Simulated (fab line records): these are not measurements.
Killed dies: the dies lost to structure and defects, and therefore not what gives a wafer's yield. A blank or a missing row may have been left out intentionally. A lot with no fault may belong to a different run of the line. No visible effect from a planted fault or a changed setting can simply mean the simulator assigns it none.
Struck lot and sound lot, side by side + flow nand harc + 14 out of 1302 route steps
Sound: wafers L941.1, L941.2, L941.6. Wafers L954.2, L954.4, L954.6 were the ones struck. The cause comes at the end.
Each step with rows lists, per side, the tool, then ch with its chambers, then its first start. Under that, the readings that differ: sound wafers + struck wafers + difference of the means + sigmas: that difference in standard deviations of wafers without a fault.
alike: readings whose means differ by less than 2 such deviations, and words and numbers that are the same on both sides. not compared: withheld readings, readings that some wafer has no value for, bounds like >300 that may hide the same value, and numbers for which the record gives no deviation and whose values overlap.
Wherever a step has rows on one side only, a row that says differs or no value, or a row with sigmas, the two part there. Numbers that don't overlap but have no deviation are shown without sigmas and don't part them. A reading missing from all wafers of one side parts the sides only when that side holds two or more wafers.

first, 8 steps without rows for these wafers: NHARC_P_ZERO_WELL_DEHYDRATE_16 (time 120 s); NHARC_P_ZERO_WELL_HMDS_17 (time 30 s); NHARC_P_ZERO_WELL_COAT_18; NHARC_P_ZERO_WELL_SOFTBAKE_19 (time 95 s); NHARC_P_ZERO_WELL_EBR_20; NHARC_P_ZERO_WELL_EXPOSE_21 (exposes mask P NWELL, target cd 720 nm); NHARC_P_ZERO_WELL_PEB_22 (peb time 85 s); NHARC_P_ZERO_WELL_DEVELOP_23 (time 70 s).
NHARC_P_ZERO_WELL_CD_MEAS_24 targets a cd of 720 nm.
  sound on cd sem-03 ch 0, day 4 10:41; struck on cd sem-02 ch 0, day 9 20:35
  alike: cd nm
then, 1 step without rows for these wafers: NHARC_P_ZERO_WELL_HARDBAKE_25 (time 80 s).
NHARC_P_ZERO_WELL_DESCUM_26: chemistry O2, time 3 s.
  sound on rie diel-02 ch 0,1,2, day 4 10:50; struck on rie diel-08 ch 0,1, day 9 20:44
  alike: drypump motor current A, oes product au, rf vpp V, showerhead plenum p Torr, throttle valve pct
  not compared: rf hours counter h
after that, 1 step had no rows for these wafers: NHARC_P_ZERO_WELL_IMPLANT_27.
NHARC_P_ZERO_WELL_IMPLANT_57:
  sound on implanter-01 ch 0, day 4 11:11; struck on implanter-02, day 9 21:05
  no value came back on the struck wafers for beam energy keV, beam on s (s); on the sound wafers beam energy keV reads 250.04 250.16 250.04
after that, 1 step had no rows for these wafers: NHARC_P_ZERO_WELL_IMPLANT_58.

== WHERE THEY PART ==
Only at NHARC_P_ZERO_WELL_IMPLANT_57, as far as this record shows.

WHY: what the simulator had put in
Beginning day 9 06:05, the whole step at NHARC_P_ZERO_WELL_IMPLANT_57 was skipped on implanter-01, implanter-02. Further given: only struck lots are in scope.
